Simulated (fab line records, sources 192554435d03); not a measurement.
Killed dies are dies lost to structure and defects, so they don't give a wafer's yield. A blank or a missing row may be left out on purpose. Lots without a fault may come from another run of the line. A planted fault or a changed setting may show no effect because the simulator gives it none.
Which tool did it? | flow n5_finfet | 8 lots, 24 wafers sampled, at 7 steps of a route of 1938

WHAT THE GAUGES READ, wafer by wafer
N5_PMOS_HMC_CHANNEL_EPI_INSPECT_30: inspects for defects (darkfield). Usual: raw_defect_count 20, standard deviation 6.2.
lot  | measured    | on                | raw_defect_count | flag
L606 | day 1 20:31 | defect_inspect-01 | 27 22 22         |
L609 | day 2 14:18 | defect_inspect-02 | 19 12 10         |
L613 | day 3 15:02 | defect_inspect-01 | 20 13 16         |
L615 | day 4 02:44 | defect_inspect-02 | 15 15 15         |
L618 | day 4 20:55 | defect_inspect-02 | 21 31 15         |
L620 | day 5 07:53 | defect_inspect-02 | 10 10 14         |
L623 | day 6 02:58 | defect_inspect-02 | 21 29 25         |
L624 | day 6 09:17 | defect_inspect-02 | 21 15 19         |

N5_FIN_SAQP_THK_MEAS_07. Usual: thk_nm 60.2 nm, standard deviation 0.81.
lot  | measured    | on            | thk_nm (nm)    | flag
L606 | day 1 22:04 | film_metro-01 | 59.9 59.5 61.1 |
L609 | day 2 16:19 | film_metro-01 | 59.7 59.4 60.4 |
L613 | day 3 16:14 | film_metro-02 | 59.2 60.5 60.7 |
L615 | day 4 04:19 | film_metro-02 | 59.3 59.8 60.5 |
L618 | day 4 22:04 | film_metro-01 | 79.1 60.1 60.4 | OFF
L620 | day 5 08:54 | film_metro-02 | 59.8 60.8 60.9 |
L623 | day 6 04:09 | film_metro-01 | 79.9 59.8 59.6 | OFF
L624 | day 6 11:26 | film_metro-01 | 59.6 60.9 61.1 |

N5_BEOL_M4_RC_MEAS_101. Usual: DIBL_N 36.3 mV/V, standard deviation 1.4; DIBL_P 36.2 mV/V, standard deviation 1.5; IOFF_N 0.160 nA/um, standard deviation 0.021; IOFF_P 0.211 nA/um, standard deviation 0.027; ION_N 676 uA/um, standard deviation 7.7; ION_P 463 uA/um, standard deviation 5.5; SS_N 71.4 mV/dec, standard deviation 0.57; SS_P 73.3 mV/dec, standard deviation 0.58; VT_N 249.3 mV, standard deviation 2.5; VT_P -250.1 mV, standard deviation 2.6.
lot  | measured     | on        | DIBL_N (mV/V)  | DIBL_P (mV/V)  | IOFF_N (nA/um)    | IOFF_P (nA/um)    | ION_N (uA/um) | ION_P (uA/um) | SS_N (mV/dec)  | SS_P (mV/dec)  | VT_N (mV)         | VT_P (mV)            | flag
L606 | day 7 19:00  | prober-01 | 34.3 35.3 36.3 | 34.3 34.4 35.6 | 0.147 0.144 0.168 | 0.183 0.182 0.192 | 673 667 679   | 460 455 460   | 71.0 71.3 72.2 | 73.4 73.5 73.1 | 249.2 251.0 247.8 | -253.5 -253.1 -251.2 |
L609 | day 8 15:43  | prober-02 | 37.4 37.2 37.6 | 37.7 36.4 37.6 | 0.176 0.156 0.172 | 0.234 0.216 0.230 | 681 669 673   | 472 460 465   | 71.2 71.7 71.4 | 74.2 74.4 73.6 | 245.6 251.1 246.3 | -246.2 -246.7 -246.6 |
L613 | day 9 22:33  | prober-01 | 37.1 35.9 36.6 | 35.6 34.0 34.4 | 0.154 0.139 0.144 | 0.203 0.198 0.193 | 673 677 665   | 460 469 468   | 71.1 70.9 70.8 | 73.5 72.5 72.9 | 250.1 249.1 248.3 | -250.2 -248.9 -249.8 |
L615 | day 10 06:29 | prober-02 | 34.5 34.5 34.8 | 35.8 35.7 36.1 | 0.155 0.148 0.159 | 0.194 0.189 0.199 | 687 685 690   | 471 462 467   | 71.6 71.3 71.2 | 72.5 72.8 73.2 | 249.1 249.6 249.1 | -251.3 -249.6 -253.2 |
L618 | day 11 06:19 | prober-02 | 36.0 37.8 36.2 | 36.1 38.2 35.8 | 0.147 0.174 0.149 | 0.180 0.200 0.172 | 659 682 663   | 455 460 446   | 72.1 71.9 71.4 | 73.0 74.3 72.8 | 251.5 248.3 252.0 | -253.5 -251.7 -255.1 |
L620 | day 11 09:58 | prober-01 | 36.1 36.5 36.4 | 35.9 35.2 35.9 | 0.178 0.171 0.180 | 0.230 0.226 0.238 | 679 679 681   | 475 467 464   | 72.0 71.3 71.5 | 74.0 73.6 73.9 | 245.3 245.6 246.9 | -247.7 -244.8 -247.4 |
L623 | day 12 01:40 | prober-02 | 36.1 36.1 35.0 | 35.1 34.6 33.8 | 0.162 0.162 0.150 | 0.204 0.194 0.184 | 672 681 680   | 465 463 463   | 71.2 71.5 70.9 | 72.9 73.4 72.8 | 248.7 248.9 250.5 | -249.9 -252.3 -251.6 |
L624 | day 12 19:37 | prober-02 | 35.0 35.2 38.0 | 34.3 34.6 37.7 | 0.146 0.144 0.191 | 0.194 0.202 0.251 | 679 667 679   | 467 462 467   | 70.6 70.2 70.8 | 72.6 72.6 73.4 | 249.2 249.8 243.9 | -249.9 -249.2 -248.9 |

WHICH TOOL RAN EACH LOT (tool, then ch and the chambers of the sampled wafers, then the start)
lot  | N5_WELL_APT_DESCUM_30             | N5_FIN_SAQP_PECVD_06           | N5_FIN_SAQP_HM_DEP_72          | N5_FIN_SAQP_MANDREL_ETCH_22
L606 | rie_diel-04 ch 0,1,2, day 1 15:20 | pecvd-03 ch 0,1,2, day 1 21:58 | pecvd-04 ch 0,1,2, day 1 22:06 | rie_si-05 ch 0,1,3, day 2 00:07
L609 | rie_diel-04 ch 1,2,3, day 2 09:17 | pecvd-04 ch 0,2, day 2 16:13   | pecvd-01 ch 0,2, day 2 16:21   | rie_si-03 ch 0,1,3, day 2 17:11
L613 | rie_diel-05 ch 0,1,2, day 3 09:13 | pecvd-03 ch 0,1, day 3 16:09   | pecvd-01 ch 0,1,2, day 3 16:17 | rie_si-03 ch 0,2,3, day 3 17:20
L615 | rie_diel-06 ch 1,2,3, day 3 21:37 | pecvd-04 ch 0,1, day 4 04:11   | pecvd-03 ch 0,1,2, day 4 04:20 | rie_si-05 ch 1,2, day 4 05:11
L618 | rie_diel-04 ch 1,2, day 4 15:17   | pecvd-04 ch 0,1,2, day 4 21:59 | pecvd-04 ch 0,1,2, day 4 22:07 | rie_si-05 ch 1,2, day 4 22:56
L620 | rie_diel-05 ch 0,2,3, day 5 02:58 | pecvd-01 ch 0,1,2, day 5 08:49 | pecvd-03 ch 0,1, day 5 08:56   | rie_si-05 ch 0,2,3, day 5 10:14
L623 | rie_diel-04 ch 1,2,3, day 5 21:50 | pecvd-04 ch 0,1,2, day 6 04:04 | pecvd-03 ch 0,1,2, day 6 04:11 | rie_si-06 ch 1,2,3, day 6 05:05
L624 | rie_diel-05 ch 1,2,3, day 6 03:46 | pecvd-01 ch 0,2, day 6 11:21   | pecvd-03 ch 0,1, day 6 11:28   | rie_si-03 ch 0,2, day 6 12:16
- N5_WELL_APT_DESCUM_30: chemistry O2, time 7.9 s.
- N5_FIN_SAQP_PECVD_06: deposits a-Si from SiH4/He, target thk 60 nm, time 48.1 s.
- N5_FIN_SAQP_HM_DEP_72: deposits SiO2 from SiH4/N2O, target thk 12 nm, time 7.2 s.
- N5_FIN_SAQP_MANDREL_ETCH_22: etches a-Si in HBr/Cl2, stops on SiNx, target depth 60 nm, bt time 10 s, time 30 s.

WHAT THE TOOLS THEMSELVES READ (means of the sampled wafers that have a number; where no wafer has one, the mark that the record gives instead)
N5_WELL_APT_DESCUM_30. Usual: drypump_motor_current_A 5.8 A, standard deviation 0.39; oes_product_au 0.80 a.u., standard deviation 0.097; rf_vpp_V 243.4 V, standard deviation 1.5; showerhead_plenum_p_Torr 2.11 Torr, standard deviation 0.075; throttle_valve_pct 20.29 %, standard deviation 0.24.
lot  | tool        | drypump_motor_current_A (A) | oes_product_au (a.u.) | rf_vpp_V (V) | showerhead_plenum_p_Torr (Torr) | throttle_valve_pct (%) | flag
L606 | rie_diel-04 | 5.8                         | 0.87                  | 244.7        | 2.14                            | 20.35                  |
L609 | rie_diel-04 | 5.8                         | 0.85                  | 244.1        | 2.14                            | 20.25                  |
L613 | rie_diel-05 | 5.5                         | 0.73                  | 243.2        | 2.11                            | 20.33                  |
L615 | rie_diel-06 | 6.2                         | 0.82                  | 242.5        | 2.08                            | 20.23                  |
L618 | rie_diel-04 | 5.9                         | 0.87                  | 244.0        | 2.13                            | 20.35                  |
L620 | rie_diel-05 | 5.6                         | 0.69                  | 242.4        | 2.06                            | 20.47                  |
L623 | rie_diel-04 | 5.8                         | 0.80                  | 244.4        | 2.13                            | 20.29                  |
L624 | rie_diel-05 | 5.8                         | 0.81                  | 243.2        | 2.13                            | 20.16                  |

N5_FIN_SAQP_PECVD_06. Usual: heater_power_w 844 W, standard deviation 76; showerhead_plenum_p_Torr 5.703 Torr, standard deviation 0.026; susceptor_temp_C 399.99 C, standard deviation 0.21; throttle_valve_pct 17.7 %, standard deviation 0.86.
lot  | tool     | heater_power_w (W) | showerhead_plenum_p_Torr (Torr) | susceptor_temp_C (C) | throttle_valve_pct (%) | flag
L606 | pecvd-03 | 921                | 5.727                           | 400.20               | 17.3                   |
L609 | pecvd-04 | 744                | 5.704                           | 399.93               | 18.4                   |
L613 | pecvd-03 | 869                | 5.730                           | 399.83               | 17.5                   |
L615 | pecvd-04 | 933                | 5.700                           | 400.14               | 16.8                   |
L618 | pecvd-04 | 892                | 5.700                           | 399.82               | 17.5                   |
L620 | pecvd-01 | 842                | 5.684                           | 400.08               | 18.1                   |
L623 | pecvd-04 | 825                | 5.701                           | 399.93               | 17.7                   |
L624 | pecvd-01 | 859                | 5.701                           | 399.99               | 18.9                   |

N5_FIN_SAQP_HM_DEP_72. Usual: heater_power_w 790 W, standard deviation 74; showerhead_plenum_p_Torr 8.26 Torr, standard deviation 0.071; susceptor_temp_C 399.97 C, standard deviation 0.24.
lot  | tool     | heater_power_w (W) | showerhead_plenum_p_Torr (Torr) | susceptor_temp_C (C) | flag
L606 | pecvd-04 | 763                | 8.25                            | 399.90               |
L609 | pecvd-01 | 776                | 8.21                            | 399.93               |
L613 | pecvd-01 | 737                | 8.19                            | 400.20               |
L615 | pecvd-03 | 845                | 8.30                            | 400.12               |
L618 | pecvd-04 | 821                | 8.25                            | 400.06               |
L620 | pecvd-03 | 751                | 8.35                            | 399.69               |
L623 | pecvd-03 | 745                | 8.31                            | 399.73               |
L624 | pecvd-03 | 744                | 8.31                            | 400.04               |

N5_FIN_SAQP_MANDREL_ETCH_22. Usual: HBr_flow_sccm 150.0 sccm, standard deviation 0.48; drypump_motor_current_A 5.8 A, standard deviation 0.52; oes_product_au 0.768 a.u., standard deviation 0.015; throttle_valve_pct 35.26 %, standard deviation 0.18.
lot  | tool      | HBr_flow_sccm (sccm) | drypump_motor_current_A (A) | oes_product_au (a.u.) | throttle_valve_pct (%) | flag
L606 | rie_si-05 | 150.1                | 5.8                         | 0.774                 | 35.33                  |
L609 | rie_si-03 | 149.5                | 5.9                         | 0.773                 | 35.12                  |
L613 | rie_si-03 | 150.2                | 5.8                         | 0.766                 | 35.09                  |
L615 | rie_si-05 | 149.8                | 5.8                         | 0.758                 | 35.39                  |
L618 | rie_si-05 | 150.0                | 6.0                         | 0.806                 | 35.32                  |
L620 | rie_si-05 | 150.5                | 5.7                         | 0.775                 | 35.28                  |
L623 | rie_si-06 | 150.1                | 5.7                         | 0.810                 | 35.08                  |
L624 | rie_si-03 | 149.9                | 5.8                         | 0.759                 | 35.08                  |

THE ANSWER, worked out from the rows above alone
Rule: a lot is off if the mean of its wafers that have a number lies more than 3 standard deviations from the usual mean. A lot without any number at a reading at which 4 lots or more have one is off too. The other lots that the step has rows for count as sound. The gauges are gone through in route order, then the tools' own readings, and for those a lot's mean is taken as printed above. The first step at which some lot is off is used, and at that step the reading that is off furthest; a lot without a number counts as furthest.
Off: L618, L623, at N5_FIN_SAQP_THK_MEAS_07 (thk_nm).
A tool fits if, at a process step before that reading, it ran every lot that is off, and no sound lot after the first of them. The gauges at N5_FIN_SAQP_THK_MEAS_07 are tried like those tools. Can't be told from this: 2 tools fit, rie_diel-04 at N5_WELL_APT_DESCUM_30, pecvd-04 at N5_FIN_SAQP_PECVD_06.

WHAT THE SIMULATOR HAD PUT IN
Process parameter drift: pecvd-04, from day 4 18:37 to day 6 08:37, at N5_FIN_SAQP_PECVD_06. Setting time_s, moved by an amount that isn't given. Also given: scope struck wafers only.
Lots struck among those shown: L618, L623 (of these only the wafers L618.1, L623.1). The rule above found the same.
